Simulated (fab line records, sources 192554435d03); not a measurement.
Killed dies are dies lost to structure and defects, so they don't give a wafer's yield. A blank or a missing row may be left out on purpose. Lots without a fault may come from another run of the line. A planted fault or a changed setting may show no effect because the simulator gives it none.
Which tool did it? | flow n5_finfet | 9 lots, 27 wafers sampled, at 4 steps of a route of 1938

WHAT THE GAUGES READ, wafer by wafer
N5_MOL_CONTACT_COAG_CD_MEAS_84: target cd 25.1 nm.
lot  | measured     | on        | cd_nm (nm)
L466 | day 6 05:13  | cd_sem-01 | 25.40 25.52 25.41
L467 | day 6 09:16  | cd_sem-01 | 25.10 24.91 25.15
L471 | day 7 10:32  | cd_sem-01 | 25.00 25.43 25.30
L472 | day 7 14:22  | cd_sem-03 | 24.85 25.38 25.14
L477 | day 8 17:07  | cd_sem-03 | 24.99 24.54 24.88
L478 | day 9 01:39  | cd_sem-02 | 25.13 25.36 25.61
L482 | day 10 07:46 | cd_sem-01 | 22.75 22.45 22.24
L483 | day 10 07:49 | cd_sem-02 | 22.60 22.34 22.32
L485 | day 10 23:40 | cd_sem-01 | 25.28 25.45 25.22

WHICH TOOL RAN EACH LOT (tool, then ch and the chambers of the sampled wafers, then the start)
lot  | N5_MOL_CONTACT_COAG_PRE_CLEAN_141 | N5_MOL_CONTACT_COAG_CO_FILL_22   | N5_MOL_CONTACT_COAG_EXPOSE_81
L466 | pvd_sputter-01, day 5 21:16       | cvd_co-02 ch 1,2, day 5 21:27    | euv_scanner-02 ch 0, day 6 05:05
L467 | pvd_sputter-03, day 6 02:52       | cvd_co-02 ch 0,1,2, day 6 03:10  | euv_scanner-02 ch 0, day 6 09:07
L471 | pvd_sputter-02, day 7 03:23       | cvd_co-01 ch 0,1,2, day 7 03:34  | euv_scanner-01 ch 0, day 7 10:23
L472 | pvd_sputter-03, day 7 07:39       | cvd_co-02 ch 0,2, day 7 07:50    | euv_scanner-01 ch 0, day 7 14:14
L477 | pvd_sputter-03, day 8 10:35       | cvd_co-02 ch 0,1, day 8 10:51    | euv_scanner-01 ch 0, day 8 16:59
L478 | pvd_sputter-03, day 8 18:04       | cvd_co-02 ch 0,1,2, day 8 18:14  | euv_scanner-01 ch 0, day 9 01:30
L482 | pvd_sputter-02, day 9 21:07       | cvd_co-01 ch 0,2, day 9 21:17    | euv_scanner-01 ch 0, day 10 07:38
L483 | pvd_sputter-03, day 9 22:04       | cvd_co-01 ch 0,1, day 9 22:20    | euv_scanner-01 ch 0, day 10 07:40
L485 | pvd_sputter-01, day 10 16:28      | cvd_co-01 ch 0,1,2, day 10 16:39 | euv_scanner-02 ch 0, day 10 23:31
- N5_MOL_CONTACT_COAG_PRE_CLEAN_141: time 60 s.
- N5_MOL_CONTACT_COAG_CO_FILL_22: material Co, precursor CCTBA/H2, target thk 20 nm.
- N5_MOL_CONTACT_COAG_EXPOSE_81: exposes mask VG, defocus 0 nm.

THE ANSWER, worked out from the rows above alone
Rule: what is usual is taken from the lots themselves. Put in order of their means at a reading, lots are off if they are a third of the lots or fewer, leave a main group of 4 or more, and stand apart from it by a gap of 3 or more times the standard deviation of the main group's means; of several such gaps the widest counts. A main group whose means are all the same, to the digits that the tables above print for the reading, isn't used. A lot without any number at a reading at which 4 lots or more have one is off too. The other lots that the step has rows for count as sound.
Off: L482, L483, at N5_MOL_CONTACT_COAG_CD_MEAS_84 (cd_nm). The main group: mean 25.19 nm, standard deviation 0.2.
A tool fits if, at a process step before that reading, it ran every lot that is off, and no sound lot after the first of them. The gauges at N5_MOL_CONTACT_COAG_CD_MEAS_84 are tried like those tools. One fits: euv_scanner-01 at N5_MOL_CONTACT_COAG_EXPOSE_81. Its last sound lot is L478 (day 9 01:30), its first lot that is off L482 (day 10 07:38): a fault that began between those two fits.

WHAT THE SIMULATOR HAD PUT IN
Process parameter drift: euv_scanner-01, from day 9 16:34 on, at N5_MOL_CONTACT_COAG_EXPOSE_81. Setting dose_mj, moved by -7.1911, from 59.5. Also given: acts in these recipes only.
Lots struck among those shown: L482, L483. The rule above found the same.
